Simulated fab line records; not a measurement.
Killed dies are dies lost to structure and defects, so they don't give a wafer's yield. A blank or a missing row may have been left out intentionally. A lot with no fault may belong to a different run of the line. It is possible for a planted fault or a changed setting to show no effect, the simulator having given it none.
Struck lot and sound lot, side by side -- flow n5 finfet -- 41 out of 1938 route steps
Sound: the wafers L905.1, L905.2, L905.3. Struck: wafers L908.4, L908.5, L908.6. Last of all comes the cause.
Order at every step that has rows: each side's tool, ch and its chambers, its first start. Under that, the readings that differ: sound wafers -- struck wafers -- difference of the means -- sigmas: that difference in standard deviations of wafers without a fault.
alike: a reading whose means differ by less than 2 such deviations, as well as words and numbers matching on both sides. not compared: withheld readings; readings where some wafer has no value; bounds like >300 that might hide an equal value; numbers whose values overlap and for which the record gives no deviation.
The two part at a step that has a row with sigmas, a row that says differs or no value, or rows on one side only. Non-overlapping numbers with no deviation appear without sigmas and do not part them. Lack of a reading on every wafer of one side parts them only where that side has two or more wafers.

first, 9 steps without rows for these wafers: N5_DUMMY_GATE_COAT_35 (time 60 s, resist thk 10 nm); N5_DUMMY_GATE_COAT_28 (time 60 s, resist thk 10 nm); N5_DUMMY_GATE_COAT_09 (resist thk 30 nm); N5_DUMMY_GATE_EBR_11; N5_DUMMY_GATE_SOFTBAKE_10 (time 60 s); N5_DUMMY_GATE_EXPOSE_12 (exposes mask GATE, target cd 25 nm); N5_DUMMY_GATE_PEB_13 (peb time 60 s); N5_DUMMY_GATE_DEVELOP_14 (develop time 30 s); N5_DUMMY_GATE_DESCUM_20 (chemistry O2, time 6.2 s).
N5_DUMMY_GATE_ETCH_29: etches underlayer in N2/H2, target depth 13 nm.
  sound on rie diel-04 ch 0,1,3, day 3 01:53; struck on rie diel-04 ch 0,1,2, day 3 22:10
  alike: drypump motor current A, oes product au, rf vpp V, showerhead plenum p Torr, throttle valve pct
  not compared: rf hours counter h
then, 19 steps without rows for these wafers: N5_DUMMY_GATE_ETCH_36 (etches SiARC in CF4, target depth 13 nm); N5_DUMMY_GATE_ETCH_37 (etches SOC in N2/H2, target depth 60 nm, overetch 30 nm); N5_DUMMY_GATE_STRIP_38 (strips in N2/H2); N5_DUMMY_GATE_STRIP_39 (strips in N2/H2); N5_DUMMY_GATE_TRIM_49 (chemistry O2, time 29 s, target cd 14 nm); N5_DUMMY_GATE_STRIP_40 (strips in CF4); N5_DUMMY_GATE_ETCH_31 (etches SiO2 in C4F6/O2, target depth 82.5 nm, time 27.5 s); N5_DUMMY_GATE_STRIP_41 (strips in O2); N5_DUMMY_GATE_HM_OPEN_21 (chemistry CH3F/O2, target SiNx, target depth 120 nm, time 171.4 s); N5_DUMMY_GATE_ETCH_32 (etches SiO2 in CF4, target depth 3.5 nm, time 3.9 s); N5_DUMMY_GATE_ETCH_23 (etches poly-Si in HBr/Cl2/O2, target depth 41 nm, time 22.3 s); N5_DUMMY_GATE_ETCH_44 (etches poly-Si in HBr/O2, stops on SiO2, target depth 127.5 nm); N5_DUMMY_GATE_ETCH_42 (etches SiO2 in CHF3/O2, target depth 3.5 nm, time 31 s); N5_DUMMY_GATE_STRIP_48 (strips in N2/H2, time 20 s); N5_DUMMY_GATE_PRECLEAN_33 (cleans in dHF, time 10 s); N5_DUMMY_GATE_PRECLEAN_25 (cleans in O3/DIW, time 45 s); N5_DUMMY_GATE_PRECLEAN_51 (cleans in SC2, time 45 s); N5_DUMMY_GATE_SRD_26 (time 30 s); N5_DUMMY_GATE_UV_OZONE_45 (time 120 s).
N5_DUMMY_GATE_INSPECT_27: inspects for defects (brightfield).
  sound on defect inspect-01, day 3 02:59; struck on defect inspect-01, day 3 23:16
reading,sound,struck,difference,sigmas
raw defect count,355 405 329,1335 1268 1372,+962,+11
then, 3 steps without rows for these wafers: N5_SPACER0_ALD_07 (deposits SiNx, target thk 2 nm); N5_SPACER0_ALD_00 (deposits SiOCN, target thk 3.5 nm, pulse time 3 s, purge time 2 s); N5_SPACER0_ALD_08 (deposits SiNx, target thk 2 nm).
N5_SPACER0_INSPECT_04: inspects for defects (darkfield).
  sound on defect inspect-02, day 3 03:35; struck on defect inspect-01, day 4 00:28
reading,sound,struck,difference,sigmas
raw defect count,136 146 163,1155 1158 1230,+1033,+32
then, 3 steps without rows for these wafers: N5_SD_EPI_N_COAT_32 (time 60 s, resist thk 350 nm); N5_SD_EPI_N_COAT_33 (time 60 s, resist thk 35 nm); N5_SD_EPI_N_COAT_03 (resist thk 150 nm).
N5_SD_EPI_N_INSPECT_11: inspects for defects (macro).
  sound on defect inspect-01, day 3 03:55; struck on defect inspect-02, day 4 00:47
reading,sound,struck,difference,sigmas
raw defect count,3 2 1,>300 >300 >300,differs,
N5_SD_EPI_N_INSPECT_26: inspects for defects (darkfield).
  sound on defect inspect-02, day 3 09:00; struck on defect inspect-01, day 4 05:49
reading,sound,struck,difference,sigmas
raw defect count,200 217 197,1201 1197 1281,+1022,+26
-- record jumps: 5 days separate the struck wafers' starts on either side; left off in module SD_EPI_N, taken up again in module BEOL_M4, whose first shown step is the route's number 1111 --
N5_BEOL_M4_RC_MEAS_101:
  sound on prober-02 ch 0, day 8 16:25; struck on prober-01 ch 0, day 9 17:07
  alike: DIBL_N, DIBL_P, IOFF_N, IOFF_P, ION_N, ION_P, SS_N, SS_P, VT_N, VT_P
-- record jumps: 5 days separate the struck wafers' starts on either side; left off in module BEOL_M4, taken up again in module PASSIVATION, whose first shown step is the route's number 1936 --
N5_PASSIVATION_PROBE_49:
  the record has rows for the struck wafers here (prober-01, day 14 06:35) and none for the sound ones

WHERE THEY PART
First at N5_DUMMY_GATE_INSPECT_27; last, within this record, at N5_PASSIVATION_PROBE_49.

WHY: what the simulator had put in
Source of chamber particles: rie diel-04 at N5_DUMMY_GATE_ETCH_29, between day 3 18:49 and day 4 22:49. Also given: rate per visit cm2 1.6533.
